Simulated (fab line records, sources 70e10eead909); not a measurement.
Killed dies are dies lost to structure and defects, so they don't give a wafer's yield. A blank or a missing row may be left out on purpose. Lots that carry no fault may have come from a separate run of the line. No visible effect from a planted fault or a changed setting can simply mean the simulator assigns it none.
What tool caused it? ; flow nand-harc ; 13 lots with 39 wafers sampled at 5 steps, on a route of 1159 steps

## WHAT THE GAUGES READ, wafer by wafer
NHARC_A_ONON_D1_THK_MEAS_21: measures by ellipsometry.
lot;measured;on;thk-nm (nm)
L721;day 7 18:35;film-metro-02;1016 1013 1015
L728;day 9 23:05;film-metro-02;1005 1006 1005
L731;day 10 09:58;film-metro-01;1014 1014 1015
L732;day 10 09:59;film-metro-02;990 992 992
L733;day 11 02:17;film-metro-02;1012 1012 1013
L735;day 11 10:37;film-metro-02;1010 1012 1010
L737;day 11 10:38;film-metro-01;1000 1002 1001
L738;day 12 06:10;film-metro-02;995 998 995
L736;day 12 06:10;film-metro-01;989 988 989
L741;day 12 19:39;film-metro-01;1006 1007 1007
L744;day 13 07:49;film-metro-01;996 997 995
L742;day 13 07:57;film-metro-02;1005 1005 1004
L743;day 13 08:10;film-metro-01;984 983 983

NHARC_END_SORT_01.
lot;measured;on;killed-at-array;killed-at-other;killed-at-periphery;killed-dies;killed-open;killed-short
L741;day 24 01:02;prober-02;32 38 18;0 1 1;2 2 4;34 41 23;4 3 2;1 3 0

## TOOL THAT RAN EACH LOT (tool first, then ch and the chambers of the sampled wafers, then the start)
lot;NHARC_A_ONON_D1_DEP_33;NHARC_A_CHANNEL_HOLE_D1_SOFTBAKE_05;NHARC_A_CHANNEL_HOLE_D1_ETCH_34
L721;pecvd-01 ch 0,1, day 7 21:01;litho-track-01 ch 0, day 8 02:00;rie-diel-06 ch 0,1,2, no start
L728;pecvd-02 ch 0,1,2, day 10 00:50;litho-track-01 ch 0, day 10 04:00;rie-diel-09 ch 0,2, no start
L731;pecvd-02 ch 1,2, day 10 11:44;litho-track-04 ch 0, day 10 17:00;rie-diel-06 ch 1,2, no start
L732;pecvd-01 ch 0,1,2, day 10 11:46;litho-track-01 ch 0, day 10 18:00;rie-diel-12 ch 0,1,2, no start
L733;pecvd-02 ch 0,1,2, day 11 04:07;litho-track-06 ch 0, day 11 08:00;rie-diel-09 ch 1,2, no start
L735;pecvd-02 ch 0,1,2, day 11 12:27;litho-track-06 ch 0, day 11 17:00;rie-diel-12 ch 0,2,3, no start
L737;pecvd-01 ch 0,1, day 11 12:25;litho-track-06 ch 0, day 11 17:00;rie-diel-06 ch 2,3, no start
L738;pecvd-02 ch 0,1,2, day 12 07:54;litho-track-04 ch 0, day 12 10:00;rie-diel-06 ch 1,3, no start
L736;pecvd-01 ch 0,1,2, day 12 07:59;litho-track-06 ch 0, day 12 11:00;rie-diel-12 ch 0,2,3, no start
L741;pecvd-04 ch 0,2, day 12 21:25;litho-track-06 ch 0, day 13 00:00;rie-diel-09 ch 1,2,3, day 24 01:02 or earlier
L744;pecvd-04 ch 0,2, day 13 09:34;litho-track-04 ch 0, day 13 17:00;rie-diel-09 ch 1,2, no start
L742;pecvd-01 ch 0,1, day 13 09:55;litho-track-06 ch 0, day 13 19:00;rie-diel-06 ch 0,2,3, no start
L743;pecvd-04 ch 0,1,2, day 13 10:01;litho-track-06 ch 0, day 13 19:00;rie-diel-09 ch 0,2,3, no start
- NHARC_A_ONON_D1_DEP_33: deposits SiO2, target thk 200 nm.
- NHARC_A_CHANNEL_HOLE_D1_SOFTBAKE_05: time 55 s.
- NHARC_A_CHANNEL_HOLE_D1_ETCH_34: etches the open film in CF4/CHF3, target depth 154 nm, time 77 s.

## AS READ BY THE TOOLS THEMSELVES (means over the sampled wafers that have a number; for cases with no such wafer, the mark the record gives instead)
NHARC_A_ONON_D1_DEP_33.
lot;tool;heater-power-outer-w (W);heater-power-w (W);throttle-valve-pct (%)
L721;pecvd-01;255;489;16.6
L728;pecvd-02;336;592;16.4
L731;pecvd-02;291;539;16.3
L732;pecvd-01;237;475;16.7
L733;pecvd-02;310;560;16.3
L735;pecvd-02;341;608;16.3
L737;pecvd-01;262;510;16.1
L738;pecvd-02;346;601;16.5
L736;pecvd-01;250;485;16.2
L741;pecvd-04;318;590;16.1
L744;pecvd-04;255;520;16.1
L742;pecvd-01;279;509;16.2
L743;pecvd-04;311;569;15.9

NHARC_A_CHANNEL_HOLE_D1_SOFTBAKE_05.
lot;tool;heater-power-total-W (W)
L721;litho-track-01;188.44
L728;litho-track-01;233.40
L731;litho-track-04;188.37
L732;litho-track-01;233.32
L733;litho-track-06;188.49
L735;litho-track-06;188.41
L737;litho-track-06;188.48
L738;litho-track-04;188.42
L736;litho-track-06;188.42
L741;litho-track-06;188.40
L744;litho-track-04;188.52
L742;litho-track-06;188.51
L743;litho-track-06;188.38

NHARC_A_CHANNEL_HOLE_D1_ETCH_34.
lot;tool;drypump-motor-current-A (A);oes-product-au (a.u.);rf-vpp-V (V);showerhead-plenum-p-Torr (Torr);throttle-valve-pct (%)
L721;rie-diel-06;5.6;0.932;368.7;1.53;16.795
L728;rie-diel-09;6.2;0.961;369.3;1.53;16.807
L731;rie-diel-06;5.8;0.912;368.2;1.50;16.800
L732;rie-diel-12;5.8;0.928;370.9;1.60;16.808
L733;rie-diel-09;6.0;0.945;370.3;1.58;16.790
L735;rie-diel-12;5.7;0.978;370.4;1.57;16.806
L737;rie-diel-06;5.8;0.950;368.9;1.55;16.799
L738;rie-diel-06;5.5;0.931;369.1;1.53;16.796
L736;rie-diel-12;5.7;0.976;370.7;1.57;16.795
L741;rie-diel-09;6.0;0.928;371.7;1.60;16.799
L744;rie-diel-09;6.0;0.974;370.3;1.58;16.812
L742;rie-diel-06;5.4;0.960;369.9;1.58;16.799
L743;rie-diel-09;5.9;0.973;370.7;1.57;16.813

## THE ANSWER, worked out from the rows above alone
Rule: usual is defined by the lots themselves. Put in order of their means at a reading, lots are off if they are a third of the lots or fewer, leave a main group of 4 or more, and stand apart from it by a gap of 3 or more times the standard deviation of the main group's means; of several such gaps the widest counts. If all means in a main group match to the digits the tables above print for the reading, that group is not used. Also off: a lot with no number at a reading for which 4 or more lots have one. All remaining lots with rows at the step are treated as sound. First the gauges in route order, then the tools' own readings, where a lot's mean is used as printed above. At the first step where some lot is off, the reading lying furthest off is the one used; lots without a number count as furthest.
Off, at NHARC_A_CHANNEL_HOLE_D1_SOFTBAKE_05 on heater-power-total-W: L728, L732. The main group: mean 188.44 W, standard deviation 0.05.
If a tool, at that step or one of the process steps before it, ran each lot that is off and ran no sound lot following the first of them, it fits. One fits: NHARC_A_CHANNEL_HOLE_D1_SOFTBAKE_05 on litho-track-01. A fault onset in the window from L721 (day 8 02:00, its last sound lot) to L728 (day 10 04:00, its first lot off) fits.
The tool's own readings at NHARC_A_CHANNEL_HOLE_D1_SOFTBAKE_05 bear it out: on the lots that are off they differ by more than 5 times the standard deviation of the sound lots' means. heater-power-total-W reads 233.36 W there against 188.44 W on the sound lots.

## WHAT THE SIMULATOR PUT IN
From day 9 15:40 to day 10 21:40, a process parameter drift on litho-track-01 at NHARC_A_CHANNEL_HOLE_D1_SOFTBAKE_05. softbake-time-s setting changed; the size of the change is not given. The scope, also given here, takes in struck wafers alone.
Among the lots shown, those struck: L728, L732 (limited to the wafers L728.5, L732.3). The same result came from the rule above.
